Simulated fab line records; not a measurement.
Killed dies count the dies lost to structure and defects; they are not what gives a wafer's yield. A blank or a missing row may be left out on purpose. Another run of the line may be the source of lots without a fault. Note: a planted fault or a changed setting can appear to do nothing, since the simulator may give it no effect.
Split-lot experiment / flow n5Finfet / on a route of 1938 steps: 7 lots, 21 wafers read

## ON THE SPLIT
At N5_BEOL_M12_TRENCH_ETCH_34 (etches SiOC in C4F8/O2/Ar, target depth 318.95 nm, time 125.5 s), the setting timeS was moved away from the recipe's 125.5 s on 5 of the 21 wafers read, by -17.7% to +6.6%. For the rest of the wafers, this setting stayed at what the recipe calls for.

## FROM THE SPLIT TO THE READING: what the file shows between them, 10 steps
- N5_BEOL_M12_STRIP_70: strips in C4F8/O2/Ar
- N5_BEOL_M12_OCD_MEAS_35
- N5_BEOL_M12_STRIP_37: strips in N2/H2
- N5_BEOL_M12_ETCH_38: etches SiCN in CF4/N2, target depth 68.7 nm, time 73.4 s
- N5_BEOL_M12_ECD_47: material Cu, target thk 720 nm
- N5_BEOL_M12_ANNEAL_48: time 90 s
- N5_BEOL_M12_CMP_49: polishes, stops on SiOC, t overpolish 20.6 s, target thk 320 nm
- N5_BEOL_M12_THK_MEAS_50: measures by xrf
- N5_BEOL_M12_PRE_CLEAN_52: time 15 s
- N5_BEOL_M12_DEP_53: deposits SiCN from 3MS/NH3, target thk 30 nm, time 10.5 s

## THE READING
At N5_BEOL_M12_RS_MEAS_54, a four-point-probe measurement gives M12_RS in ohm/sq. Typical for fault-free wafers on this fab line: 0.0598 ohm/sq, with standard deviation 0.0011 ohm/sq.

wafer=L079.2; tool, chamber at the split=rieDiel-01, 0; timeS as run, s=107.1; against the recipe=-14.7%; M12_RS, ohm/sq=0.0725; against lot-mates on the recipe=+0.0136
wafer=L079.3; tool, chamber at the split=rieDiel-01, 3; timeS as run, s=125.5; against the recipe=recipe; M12_RS, ohm/sq=0.0591; against lot-mates on the recipe=-
wafer=L079.5; tool, chamber at the split=rieDiel-01, 1; timeS as run, s=125.5; against the recipe=recipe; M12_RS, ohm/sq=0.0586; against lot-mates on the recipe=-
wafer=L077.1; tool, chamber at the split=rieDiel-06, 3; timeS as run, s=125.5; against the recipe=recipe; M12_RS, ohm/sq=0.0610; against lot-mates on the recipe=-
wafer=L077.3; tool, chamber at the split=rieDiel-06, 2; timeS as run, s=125.5; against the recipe=recipe; M12_RS, ohm/sq=0.0599; against lot-mates on the recipe=-
wafer=L077.5; tool, chamber at the split=rieDiel-06, 0; timeS as run, s=125.5; against the recipe=recipe; M12_RS, ohm/sq=0.0605; against lot-mates on the recipe=-
wafer=L078.1; tool, chamber at the split=rieDiel-06, 0; timeS as run, s=125.5; against the recipe=recipe; M12_RS, ohm/sq=0.0611; against lot-mates on the recipe=-
wafer=L078.2; tool, chamber at the split=rieDiel-06, 3; timeS as run, s=125.5; against the recipe=recipe; M12_RS, ohm/sq=0.0616; against lot-mates on the recipe=-
wafer=L078.6; tool, chamber at the split=rieDiel-06, 3; timeS as run, s=115; against the recipe=-8.4%; M12_RS, ohm/sq=0.0682; against lot-mates on the recipe=+0.0068
wafer=L080.1; tool, chamber at the split=rieDiel-06, 1; timeS as run, s=125.5; against the recipe=recipe; M12_RS, ohm/sq=0.0598; against lot-mates on the recipe=-
wafer=L080.2; tool, chamber at the split=rieDiel-06, 0; timeS as run, s=125.5; against the recipe=recipe; M12_RS, ohm/sq=0.0597; against lot-mates on the recipe=-
wafer=L080.6; tool, chamber at the split=rieDiel-06, 3; timeS as run, s=133.8; against the recipe=+6.6%; M12_RS, ohm/sq=0.0573; against lot-mates on the recipe=-0.0025
wafer=L084.2; tool, chamber at the split=rieDiel-03, 3; timeS as run, s=125.5; against the recipe=recipe; M12_RS, ohm/sq=0.0588; against lot-mates on the recipe=-
wafer=L084.5; tool, chamber at the split=rieDiel-03, 1; timeS as run, s=125.5; against the recipe=recipe; M12_RS, ohm/sq=0.0618; against lot-mates on the recipe=-
wafer=L084.6; tool, chamber at the split=rieDiel-03, 3; timeS as run, s=125.5; against the recipe=recipe; M12_RS, ohm/sq=0.0582; against lot-mates on the recipe=-
wafer=L083.3; tool, chamber at the split=rieDiel-01, 3; timeS as run, s=125.5; against the recipe=recipe; M12_RS, ohm/sq=0.0598; against lot-mates on the recipe=-
wafer=L083.4; tool, chamber at the split=rieDiel-01, 0; timeS as run, s=125.5; against the recipe=recipe; M12_RS, ohm/sq=0.0612; against lot-mates on the recipe=-
wafer=L083.6; tool, chamber at the split=rieDiel-01, 3; timeS as run, s=125.5; against the recipe=recipe; M12_RS, ohm/sq=0.0599; against lot-mates on the recipe=-
wafer=L090.1; tool, chamber at the split=rieDiel-01, 1; timeS as run, s=103.3; against the recipe=-17.7%; M12_RS, ohm/sq=0.0729; against lot-mates on the recipe=+0.0129
wafer=L090.5; tool, chamber at the split=rieDiel-01, 2; timeS as run, s=125.5; against the recipe=recipe; M12_RS, ohm/sq=0.0600; against lot-mates on the recipe=-
wafer=L090.6; tool, chamber at the split=rieDiel-01, 1; timeS as run, s=103.3; against the recipe=-17.7%; M12_RS, ohm/sq=0.0727; against lot-mates on the recipe=+0.0127

THE FIT
A straight line over all 21 wafers: M12_RS changes by -0.000741 ohm/sq for each +1% of timeS; r = -0.97; the points scatter about the line by 0.0012 ohm/sq.
The same after taking each lot's own level away (the mean of its wafers on the recipe; 21 wafers): -0.000748 ohm/sq for each +1%; r = -0.98; scatter 0.0011 ohm/sq.
That fit puts the effect of the largest move of timeS on the reading at 0.013 ohm/sq.
The span of the lots' own levels, 0.05885 to 0.06135 ohm/sq, comes to 2.3 times the standard deviation stated above.
So the lot-to-lot level changes the slope little: the two slopes agree.
Check: for one of the wafers moved furthest among these (-17.7%), held out of the fit, the line's prediction against its lot-mates is +0.0138 ohm/sq. Against them it came out at +0.0129 ohm/sq.

## OTHER SPLITS APPLIED TO THESE WAFERS
Note: prior to the reading, these wafers also went through further splits. Each is held against what the fit with the lots' levels taken away leaves over:
other split on the same wafers=N5_BEOL_M11_ETCH_66 timeS; wafers away from the commonest value=5; r with M12_RS (lot level and that fit taken away)=-0.03
other split on the same wafers=N5_BEOL_M11_TRENCH_ETCH_37 sourceW; wafers away from the commonest value=10; r with M12_RS (lot level and that fit taken away)=+0.10
other split on the same wafers=N5_BEOL_M12_ETCH_68 timeS; wafers away from the commonest value=6; r with M12_RS (lot level and that fit taken away)=+0.08

## THE WHOLE CHAIN: every reading that the file lists as answering this split, in the file's order
step=N5_BEOL_M12_TRENCH_ETCH_34; what it does=etches SiOC in C4F8/O2/Ar, target depth 318.95 nm, time 125.5 s; reading=etch.depthNm (the simulator's own value, which no gauge read); change (the file's fit)=+3.37 nm for each +1% of the setting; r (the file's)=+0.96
step=N5_BEOL_M12_OCD_MEAS_35; what it does=; reading=trenchDepthNm; change (the file's fit)=+3.38 nm for each +1% of the setting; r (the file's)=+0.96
step=N5_BEOL_M12_CMP_49; what it does=polishes, stops on SiOC, t overpolish 20.6 s, target thk 320 nm; reading=Cu_of_BEOL_M12_ECD_47.thkNm (the simulator's own value, which no gauge read); change (the file's fit)=+3.38 nm for each +1% of the setting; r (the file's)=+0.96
step=N5_BEOL_M12_THK_MEAS_50; what it does=measures by xrf; reading=M12_THK; change (the file's fit)=+3.44 for each +1% of the setting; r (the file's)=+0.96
step=N5_BEOL_M12_RS_MEAS_54; what it does=measures by four-point-probe; reading=M12_RS; change (the file's fit)=-0.000782 for each +1% of the setting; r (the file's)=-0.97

## FILE'S OWN FIT
M12_RS changes by -0.000782 ohm/sq for each +1% of timeS, r = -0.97.
